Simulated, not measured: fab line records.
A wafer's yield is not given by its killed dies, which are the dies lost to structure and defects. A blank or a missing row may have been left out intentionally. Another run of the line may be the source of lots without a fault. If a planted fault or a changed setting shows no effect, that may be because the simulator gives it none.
Which tool did it? :: flow n5 finfet :: 72 wafers from 24 lots sampled at 4 of the route's 1938 steps

== WHAT EACH GAUGE READ, for each wafer ==
N5_BEOL_M15_OVL_MEAS_11. Usual: V14_OVL typically reads 0 nm, with standard deviation 5.2.
lot: L076
measured: day 12 21:50
on: overlay-01
V14_OVL (nm): -11 2 -12
flag: 

lot: L074
measured: day 12 22:52
on: overlay-02
V14_OVL (nm): 0 4 -6
flag: 

lot: L077
measured: day 13 01:42
on: overlay-01
V14_OVL (nm): 4 4 -3
flag: 

lot: L075
measured: day 13 06:48
on: overlay-01
V14_OVL (nm): 10 1 4
flag: 

lot: L078
measured: day 14 01:51
on: overlay-01
V14_OVL (nm): 4 2 8
flag: 

lot: L080
measured: day 14 02:14
on: overlay-01
V14_OVL (nm): -12 -5 -5
flag: 

lot: L079
measured: day 14 10:56
on: overlay-01
V14_OVL (nm): -1 -3 -3
flag: 

lot: L081
measured: day 14 14:22
on: overlay-01
V14_OVL (nm): 6 4 3
flag: 

lot: L082
measured: day 14 17:07
on: overlay-02
V14_OVL (nm): -3 -2 -8
flag: 

lot: L083
measured: day 15 07:59
on: overlay-01
V14_OVL (nm): 1 3 -3
flag: 

lot: L084
measured: day 15 17:45
on: overlay-02
V14_OVL (nm): 8 6 8
flag: 

lot: L085
measured: day 15 23:53
on: overlay-02
V14_OVL (nm): -7 -6 -6
flag: 

lot: L087
measured: day 16 00:14
on: overlay-02
V14_OVL (nm): -4 -2 2
flag: 

lot: L086
measured: day 16 04:05
on: overlay-02
V14_OVL (nm): 2 0 3
flag: 

lot: L091
measured: day 17 02:56
on: overlay-01
V14_OVL (nm): -3 1 5
flag: 

lot: L089
measured: day 17 03:17
on: overlay-02
V14_OVL (nm): 6 -1 0
flag: 

lot: L092
measured: day 17 10:26
on: overlay-02
V14_OVL (nm): 4 6 -6
flag: 

lot: L090
measured: day 17 13:04
on: overlay-02
V14_OVL (nm): 1 1 1
flag: 

lot: L088
measured: day 17 16:07
on: overlay-01
V14_OVL (nm): -10 -10 -2
flag: 

lot: L094
measured: day 18 03:36
on: overlay-01
V14_OVL (nm): 1 2 2
flag: 

lot: L093
measured: day 18 04:07
on: overlay-02
V14_OVL (nm): -11 -6 -6
flag: 

lot: L095
measured: day 18 07:38
on: overlay-01
V14_OVL (nm): 4 0 8
flag: 

lot: L097
measured: day 18 12:35
on: overlay-01
V14_OVL (nm): -1 2 -5
flag: 

lot: L096
measured: day 19 00:21
on: overlay-01
V14_OVL (nm): 3 -3 -1
flag: 

N5_BEOL_M15_CD_MEAS_28 targets a cd of 407.6 nm. Usual: cd nm 407.6 nm, standard deviation 2.5.
lot: L076
measured: day 13 00:03
on: cd sem-01
cd nm (nm): 406.6 408.1 409.7
flag: 

lot: L074
measured: day 13 00:55
on: cd sem-01
cd nm (nm): 406.3 404.8 404.1
flag: 

lot: L077
measured: day 13 03:08
on: cd sem-02
cd nm (nm): 407.6 404.1 405.2
flag: 

lot: L075
measured: day 13 08:24
on: cd sem-02
cd nm (nm): 408.4 409.5 410.6
flag: 

lot: L078
measured: day 14 03:28
on: cd sem-02
cd nm (nm): 406.2 407.9 406.6
flag: 

lot: L080
measured: day 14 03:49
on: cd sem-01
cd nm (nm): 409.4 409.3 408.8
flag: 

lot: L079
measured: day 14 12:25
on: cd sem-02
cd nm (nm): 407.5 411.3 409.9
flag: 

lot: L081
measured: day 14 15:49
on: cd sem-02
cd nm (nm): 409.5 410.9 410.5
flag: 

lot: L082
measured: day 14 18:41
on: cd sem-03
cd nm (nm): 404.8 405.8 405.0
flag: 

lot: L083
measured: day 15 09:32
on: cd sem-01
cd nm (nm): 408.5 407.5 407.9
flag: 

lot: L084
measured: day 15 19:11
on: cd sem-03
cd nm (nm): 404.6 406.0 404.5
flag: 

lot: L085
measured: day 16 01:19
on: cd sem-03
cd nm (nm): 411.0 410.3 409.8
flag: 

lot: L087
measured: day 16 01:51
on: cd sem-02
cd nm (nm): 405.1 405.8 400.4
flag: 

lot: L086
measured: day 16 05:39
on: cd sem-02
cd nm (nm): 410.8 412.0 412.1
flag: 

lot: L091
measured: day 17 04:34
on: cd sem-01
cd nm (nm): 405.4 404.7 404.5
flag: 

lot: L089
measured: day 17 04:50
on: cd sem-01
cd nm (nm): 407.4 406.0 407.1
flag: 

lot: L092
measured: day 17 11:54
on: cd sem-02
cd nm (nm): 405.9 405.6 404.9
flag: 

lot: L090
measured: day 17 14:40
on: cd sem-01
cd nm (nm): 407.0 405.1 406.3
flag: 

lot: L088
measured: day 17 17:33
on: cd sem-03
cd nm (nm): 408.4 408.0 409.0
flag: 

lot: L094
measured: day 18 05:22
on: cd sem-01
cd nm (nm): 411.5 409.0 410.4
flag: 

lot: L093
measured: day 18 05:52
on: cd sem-03
cd nm (nm): 408.6 408.6 410.4
flag: 

lot: L095
measured: day 18 09:08
on: cd sem-02
cd nm (nm): 412.2 411.0 413.5
flag: 

lot: L097
measured: day 18 14:09
on: cd sem-01
cd nm (nm): 406.0 405.4 405.5
flag: 

lot: L096
measured: day 19 01:59
on: cd sem-03
cd nm (nm): 409.6 407.8 409.2
flag: 

== TOOL THAT RAN EACH LOT (tool first, then ch and the chambers of the sampled wafers, then the start) ==
lot: L076
N5_BEOL_M14_STRIP_37: rie diel-04 ch 1,3, day 12 18:14
N5_BEOL_M14_DEP_53: pecvd-02 ch 0,2, day 12 21:08

lot: L074
N5_BEOL_M14_STRIP_37: rie diel-06 ch 0,1,2, day 12 19:39
N5_BEOL_M14_DEP_53: pecvd-04 ch 0,1,2, day 12 22:02

lot: L077
N5_BEOL_M14_STRIP_37: rie diel-06 ch 1,2,3, day 12 23:06
N5_BEOL_M14_DEP_53: pecvd-03 ch 0,1,2, day 13 00:59

lot: L075
N5_BEOL_M14_STRIP_37: rie diel-06 ch 0,2, day 13 04:13
N5_BEOL_M14_DEP_53: pecvd-04 ch 0,2, day 13 05:58

lot: L078
N5_BEOL_M14_STRIP_37: rie diel-03 ch 0,1,2, day 13 23:26
N5_BEOL_M14_DEP_53: pecvd-03 ch 0,1,2, day 14 01:08

lot: L080
N5_BEOL_M14_STRIP_37: rie diel-03 ch 0,1,3, day 13 23:37
N5_BEOL_M14_DEP_53: pecvd-02 ch 0,1,2, day 14 01:24

lot: L079
N5_BEOL_M14_STRIP_37: rie diel-04 ch 1,2,3, day 14 06:27
N5_BEOL_M14_DEP_53: pecvd-02 ch 0,1, day 14 10:13

lot: L081
N5_BEOL_M14_STRIP_37: rie diel-06 ch 0,2, day 14 10:40
N5_BEOL_M14_DEP_53: pecvd-02 ch 2, day 14 13:01

lot: L082
N5_BEOL_M14_STRIP_37: rie diel-03 ch 2,3, day 14 14:26
N5_BEOL_M14_DEP_53: pecvd-04 ch 0,1,2, day 14 16:18

lot: L083
N5_BEOL_M14_STRIP_37: rie diel-06 ch 0,1,2, day 15 05:35
N5_BEOL_M14_DEP_53: pecvd-04 ch 0,1,2, day 15 07:10

lot: L084
N5_BEOL_M14_STRIP_37: rie diel-06 ch 1,2,3, day 15 15:04
N5_BEOL_M14_DEP_53: pecvd-03 ch 0,1,2, day 15 17:02

lot: L085
N5_BEOL_M14_STRIP_37: rie diel-04 ch 0,1,2, day 15 21:23
N5_BEOL_M14_DEP_53: pecvd-04 ch 0,1,2, day 15 23:02

lot: L087
N5_BEOL_M14_STRIP_37: rie diel-03 ch 1,2, day 15 21:28
N5_BEOL_M14_DEP_53: pecvd-03 ch 0,1, day 15 23:11

lot: L086
N5_BEOL_M14_STRIP_37: rie diel-03 ch 1,2,3, day 16 01:29
N5_BEOL_M14_DEP_53: pecvd-04 ch 0,1,2, day 16 03:15

lot: L091
N5_BEOL_M14_STRIP_37: rie diel-06 ch 0,1,3, day 17 00:11
N5_BEOL_M14_DEP_53: pecvd-03 ch 0,2, day 17 02:05

lot: L089
N5_BEOL_M14_STRIP_37: rie diel-04 ch 0,3, day 17 00:13
N5_BEOL_M14_DEP_53: pecvd-04 ch 0,1,2, day 17 02:34

lot: L092
N5_BEOL_M14_STRIP_37: rie diel-04 ch 0,2, day 17 05:49
N5_BEOL_M14_DEP_53: pecvd-02 ch 1,2, day 17 09:29

lot: L090
N5_BEOL_M14_STRIP_37: rie diel-04 ch 0,2, day 17 10:21
N5_BEOL_M14_DEP_53: pecvd-04 ch 1,2, day 17 12:14

lot: L088
N5_BEOL_M14_STRIP_37: rie diel-04 ch 0,2, day 17 13:20
N5_BEOL_M14_DEP_53: pecvd-03 ch 0,2, day 17 15:18

lot: L094
N5_BEOL_M14_STRIP_37: rie diel-04 ch 0,1,2, day 18 00:09
N5_BEOL_M14_DEP_53: pecvd-03 ch 0,2, day 18 02:45

lot: L093
N5_BEOL_M14_STRIP_37: rie diel-06 ch 0,2,3, day 18 01:29
N5_BEOL_M14_DEP_53: pecvd-04 ch 0,1,2, day 18 03:17

lot: L095
N5_BEOL_M14_STRIP_37: rie diel-06 ch 1,2, day 18 05:02
N5_BEOL_M14_DEP_53: pecvd-02 ch 0,1, day 18 06:47

lot: L097
N5_BEOL_M14_STRIP_37: rie diel-04 ch 0,1,3, day 18 08:15
N5_BEOL_M14_DEP_53: pecvd-04 ch 1,2, day 18 11:46

lot: L096
N5_BEOL_M14_STRIP_37: rie diel-03 ch 0,1,2, day 18 21:32
N5_BEOL_M14_DEP_53: pecvd-04 ch 0,1,2, day 18 23:32
- N5_BEOL_M14_STRIP_37: strips in O2.
- N5_BEOL_M14_DEP_53: deposits SiCN from 3MS/NH3, target thk 50 nm, time 17.8 s.

== AS READ BY THE TOOLS THEMSELVES (means over the sampled wafers that have a number; for cases with no such wafer, the mark the record gives instead) ==
N5_BEOL_M14_STRIP_37. Usual: drypump motor current A 5.6 A, standard deviation 0.53; oes product au 0.81 a.u., standard deviation 0.068; rf vpp V 3.7 V, standard deviation 0.97; showerhead plenum p Torr 2.09 Torr, standard deviation 0.076; throttle valve pct 16.64 %, standard deviation 0.21.
lot: L076
tool: rie diel-04
drypump motor current A (A): 5.7
oes product au (a.u.): 0.70
rf vpp V (V): 4.2
showerhead plenum p Torr (Torr): 2.02
throttle valve pct (%): 16.52
flag: 

lot: L074
tool: rie diel-06
drypump motor current A (A): 5.5
oes product au (a.u.): 0.87
rf vpp V (V): 3.6
showerhead plenum p Torr (Torr): 2.16
throttle valve pct (%): 16.56
flag: 

lot: L077
tool: rie diel-06
drypump motor current A (A): 5.4
oes product au (a.u.): 0.86
rf vpp V (V): 3.7
showerhead plenum p Torr (Torr): 2.19
throttle valve pct (%): 16.64
flag: 

lot: L075
tool: rie diel-06
drypump motor current A (A): 5.3
oes product au (a.u.): 0.86
rf vpp V (V): 3.9
showerhead plenum p Torr (Torr): 2.13
throttle valve pct (%): 16.58
flag: 

lot: L078
tool: rie diel-03
drypump motor current A (A): 5.7
oes product au (a.u.): 0.76
rf vpp V (V): 2.5
showerhead plenum p Torr (Torr): 2.09
throttle valve pct (%): 16.66
flag: 

lot: L080
tool: rie diel-03
drypump motor current A (A): 5.7
oes product au (a.u.): 0.76
rf vpp V (V): 3.6
showerhead plenum p Torr (Torr): 2.09
throttle valve pct (%): 16.54
flag: 

lot: L079
tool: rie diel-04
drypump motor current A (A): 6.1
oes product au (a.u.): 0.79
rf vpp V (V): 2.8
showerhead plenum p Torr (Torr): 2.03
throttle valve pct (%): 16.60
flag: 

lot: L081
tool: rie diel-06
drypump motor current A (A): 5.4
oes product au (a.u.): 0.86
rf vpp V (V): 3.0
showerhead plenum p Torr (Torr): 2.14
throttle valve pct (%): 16.61
flag: 

lot: L082
tool: rie diel-03
drypump motor current A (A): 5.7
oes product au (a.u.): 0.76
rf vpp V (V): 4.0
showerhead plenum p Torr (Torr): 2.01
throttle valve pct (%): 16.65
flag: 

lot: L083
tool: rie diel-06
drypump motor current A (A): 5.5
oes product au (a.u.): 0.85
rf vpp V (V): 3.5
showerhead plenum p Torr (Torr): 2.16
throttle valve pct (%): 16.60
flag: 

lot: L084
tool: rie diel-06
drypump motor current A (A): 5.4
oes product au (a.u.): 0.85
rf vpp V (V): 3.1
showerhead plenum p Torr (Torr): 2.18
throttle valve pct (%): 16.70
flag: 

lot: L085
tool: rie diel-04
drypump motor current A (A): 5.8
oes product au (a.u.): 0.79
rf vpp V (V): 2.9
showerhead plenum p Torr (Torr): 2.01
throttle valve pct (%): 16.65
flag: 

lot: L087
tool: rie diel-03
drypump motor current A (A): 5.8
oes product au (a.u.): 0.77
rf vpp V (V): 3.4
showerhead plenum p Torr (Torr): 2.04
throttle valve pct (%): 16.76
flag: 

lot: L086
tool: rie diel-03
drypump motor current A (A): 5.9
oes product au (a.u.): 0.75
rf vpp V (V): 3.5
showerhead plenum p Torr (Torr): 2.03
throttle valve pct (%): 16.61
flag: 

lot: L091
tool: rie diel-06
drypump motor current A (A): 5.3
oes product au (a.u.): 0.81
rf vpp V (V): 3.2
showerhead plenum p Torr (Torr): 2.17
throttle valve pct (%): 16.71
flag: 

lot: L089
tool: rie diel-04
drypump motor current A (A): 5.5
oes product au (a.u.): 0.87
rf vpp V (V): 3.4
showerhead plenum p Torr (Torr): 2.04
throttle valve pct (%): 16.46
flag: 

lot: L092
tool: rie diel-04
drypump motor current A (A): 6.2
oes product au (a.u.): 0.84
rf vpp V (V): 4.7
showerhead plenum p Torr (Torr): 2.03
throttle valve pct (%): 16.73
flag: 

lot: L090
tool: rie diel-04
drypump motor current A (A): 5.5
oes product au (a.u.): 0.80
rf vpp V (V): 4.0
showerhead plenum p Torr (Torr): 2.02
throttle valve pct (%): 16.80
flag: 

lot: L088
tool: rie diel-04
drypump motor current A (A): 5.5
oes product au (a.u.): 0.79
rf vpp V (V): 4.1
showerhead plenum p Torr (Torr): 2.02
throttle valve pct (%): 16.82
flag: 

lot: L094
tool: rie diel-04
drypump motor current A (A): 5.8
oes product au (a.u.): 0.84
rf vpp V (V): 3.0
showerhead plenum p Torr (Torr): 2.09
throttle valve pct (%): 16.56
flag: 

lot: L093
tool: rie diel-06
drypump motor current A (A): 5.2
oes product au (a.u.): 0.82
rf vpp V (V): 3.5
showerhead plenum p Torr (Torr): 2.15
throttle valve pct (%): 16.73
flag: 

lot: L095
tool: rie diel-06
drypump motor current A (A): 5.7
oes product au (a.u.): 0.81
rf vpp V (V): 3.8
showerhead plenum p Torr (Torr): 2.17
throttle valve pct (%): 16.62
flag: 

lot: L097
tool: rie diel-04
drypump motor current A (A): 5.5
oes product au (a.u.): 0.84
rf vpp V (V): 3.7
showerhead plenum p Torr (Torr): 2.10
throttle valve pct (%): 16.42
flag: 

lot: L096
tool: rie diel-03
drypump motor current A (A): 5.7
oes product au (a.u.): 0.73
rf vpp V (V): 3.9
showerhead plenum p Torr (Torr): 2.08
throttle valve pct (%): 16.73
flag: 

N5_BEOL_M14_DEP_53. Usual: showerhead plenum p Torr 4.159 Torr, standard deviation 0.028; throttle valve pct 18.3 %, standard deviation 1.6.
lot: L076
tool: pecvd-02
showerhead plenum p Torr (Torr): 4.125
throttle valve pct (%): 17.6
flag: 

lot: L074
tool: pecvd-04
showerhead plenum p Torr (Torr): 4.158
throttle valve pct (%): 17.8
flag: 

lot: L077
tool: pecvd-03
showerhead plenum p Torr (Torr): 4.175
throttle valve pct (%): 19.1
flag: 

lot: L075
tool: pecvd-04
showerhead plenum p Torr (Torr): 4.179
throttle valve pct (%): 17.2
flag: 

lot: L078
tool: pecvd-03
showerhead plenum p Torr (Torr): 4.179
throttle valve pct (%): 19.2
flag: 

lot: L080
tool: pecvd-02
showerhead plenum p Torr (Torr): 4.138
throttle valve pct (%): 17.8
flag: 

lot: L079
tool: pecvd-02
showerhead plenum p Torr (Torr): 4.137
throttle valve pct (%): 17.5
flag: 

lot: L081
tool: pecvd-02
showerhead plenum p Torr (Torr): 4.117
throttle valve pct (%): 18.0
flag: 

lot: L082
tool: pecvd-04
showerhead plenum p Torr (Torr): 4.160
throttle valve pct (%): 18.0
flag: 

lot: L083
tool: pecvd-04
showerhead plenum p Torr (Torr): 4.164
throttle valve pct (%): 17.9
flag: 

lot: L084
tool: pecvd-03
showerhead plenum p Torr (Torr): 4.188
throttle valve pct (%): 19.0
flag: 

lot: L085
tool: pecvd-04
showerhead plenum p Torr (Torr): 4.156
throttle valve pct (%): 17.9
flag: 

lot: L087
tool: pecvd-03
showerhead plenum p Torr (Torr): 4.155
throttle valve pct (%): 21.0
flag: 

lot: L086
tool: pecvd-04
showerhead plenum p Torr (Torr): 4.159
throttle valve pct (%): 18.0
flag: 

lot: L091
tool: pecvd-03
showerhead plenum p Torr (Torr): 4.163
throttle valve pct (%): 20.1
flag: 

lot: L089
tool: pecvd-04
showerhead plenum p Torr (Torr): 4.164
throttle valve pct (%): 18.1
flag: 

lot: L092
tool: pecvd-02
showerhead plenum p Torr (Torr): 4.161
throttle valve pct (%): 18.3
flag: 

lot: L090
tool: pecvd-04
showerhead plenum p Torr (Torr): 4.163
throttle valve pct (%): 18.2
flag: 

lot: L088
tool: pecvd-03
showerhead plenum p Torr (Torr): 4.165
throttle valve pct (%): 20.0
flag: 

lot: L094
tool: pecvd-03
showerhead plenum p Torr (Torr): 4.177
throttle valve pct (%): 18.5
flag: 

lot: L093
tool: pecvd-04
showerhead plenum p Torr (Torr): 4.162
throttle valve pct (%): 18.0
flag: 

lot: L095
tool: pecvd-02
showerhead plenum p Torr (Torr): 4.156
throttle valve pct (%): 18.0
flag: 

lot: L097
tool: pecvd-04
showerhead plenum p Torr (Torr): 4.151
throttle valve pct (%): 18.7
flag: 

lot: L096
tool: pecvd-04
showerhead plenum p Torr (Torr): 4.162
throttle valve pct (%): 18.1
flag: 

== THE ANSWER, worked out from the rows above alone ==
Rule: take the mean of a lot's wafers that have a number; if it is more than 3 standard deviations from the usual mean, the lot is off. A lot without any number at a reading at which 4 lots or more have one is off too. All remaining lots with rows at the step are treated as sound. Order of review: gauges by route order, followed by the tools' own readings, for which a lot's mean as printed above is used. The first step at which some lot is off is used, and at that step the reading that is off furthest; a lot without a number counts as furthest.
None of the lots is off at any reading shown; this tells nothing.

== WHAT HAD BEEN PUT IN BY THE SIMULATOR ==
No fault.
